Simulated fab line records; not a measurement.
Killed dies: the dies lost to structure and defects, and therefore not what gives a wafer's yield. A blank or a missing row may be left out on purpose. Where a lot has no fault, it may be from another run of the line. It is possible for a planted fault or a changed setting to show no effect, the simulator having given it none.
Chamber matching :: flow n5 finfet :: ald sin-04 running N5_MOL_CONTACT_COAG_ALD_123: 4 sister chambers
The step deposits SiNx, target thk 5 nm, pulse time 1 s, purge time 2 s. 16 wafers are shown with their chamber, then 8 later ones without.

## WAFERS, EACH WITH ITS CHAMBER
wafer: L075.3
chamber: 1
heater power w (W): 688
precursor pulse height rel: 0.979

wafer: L075.5
chamber: 2
heater power w (W): 877
precursor pulse height rel: 0.965

wafer: L075.6
chamber: 1
heater power w (W): 705
precursor pulse height rel: 1.013

wafer: L078.1
chamber: 0
heater power w (W): 896
precursor pulse height rel: 0.970

wafer: L078.3
chamber: 1
heater power w (W): 719
precursor pulse height rel: 1.001

wafer: L078.6
chamber: 1
heater power w (W): 702
precursor pulse height rel: 0.985

wafer: L080.1
chamber: 3
heater power w (W): 767
precursor pulse height rel: 1.037

wafer: L080.4
chamber: 2
heater power w (W): 873
precursor pulse height rel: 0.989

wafer: L080.5
chamber: 2
heater power w (W): 866
precursor pulse height rel: 0.983

wafer: L082.1
chamber: 3
heater power w (W): 770
precursor pulse height rel: 1.002

wafer: L082.2
chamber: 2
heater power w (W): 892
precursor pulse height rel: 0.975

wafer: L082.4
chamber: 0
heater power w (W): 879
precursor pulse height rel: 0.994

wafer: L083.4
chamber: 3
heater power w (W): 753
precursor pulse height rel: 0.996

wafer: L083.5
chamber: 0
heater power w (W): 888
precursor pulse height rel: 1.000

wafer: L083.6
chamber: 3
heater power w (W): 777
precursor pulse height rel: 0.997

wafer: L091.1
chamber: 2
heater power w (W): 903
precursor pulse height rel: 1.011

SIGNATURES, as means of the wafers listed above
reading: heater power w
chamber 0: 887.67
chamber 1: 703.50
chamber 2: 882.20
chamber 3: 766.75
scatter within a chamber: 12.4

reading: precursor pulse height rel
chamber 0: 0.98800
chamber 1: 0.99450
chamber 2: 0.98460
chamber 3: 1.00800
scatter within a chamber: 0.0172
Rule: a wafer lies at a distance from a chamber equal to the root of the sum of squares, over the readings, of (its reading less the chamber's mean, divided by the reading's scatter). If the next closest chamber is less than 2 further off than the closest, the wafer can't be placed; otherwise it belongs to the closest. The scatter is the square root of a quotient: the sum, over the shown wafers, of each reading's squared deviation from its chamber's mean, divided by wafers minus chambers.

## WAFERS MISSING THEIR CHAMBER
wafer: L091.3
heater power w (W): 685
precursor pulse height rel: 1.014

wafer: L091.4
heater power w (W): 927
precursor pulse height rel: 0.984

wafer: L089.1
heater power w (W): 694
precursor pulse height rel: 1.004

wafer: L089.4
heater power w (W): 905
precursor pulse height rel: 0.973

wafer: L089.6
heater power w (W): 758
precursor pulse height rel: 0.986

wafer: L096.2
heater power w (W): 768
precursor pulse height rel: 1.007

wafer: L096.3
heater power w (W): 904
precursor pulse height rel: 1.003

wafer: L096.4
heater power w (W): 697
precursor pulse height rel: 1.052

## CHAMBER TAKEN BY EACH
wafer: L091.3
from the rows above: 1
in truth: 1

wafer: L091.4
from the rows above: can't be placed: 0 or 2
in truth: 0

wafer: L089.1
from the rows above: 1
in truth: 1

wafer: L089.4
from the rows above: can't be placed: 0 or 2
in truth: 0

wafer: L089.6
from the rows above: 3
in truth: 3

wafer: L096.2
from the rows above: 3
in truth: 3

wafer: L096.3
from the rows above: can't be placed: 0 or 2
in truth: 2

wafer: L096.4
from the rows above: 1
in truth: 1
Correct placement for 5 of the 8. From these rows, 3 cannot be placed; in 3 the true chamber is one of the candidates. Number placed wrongly: 0.
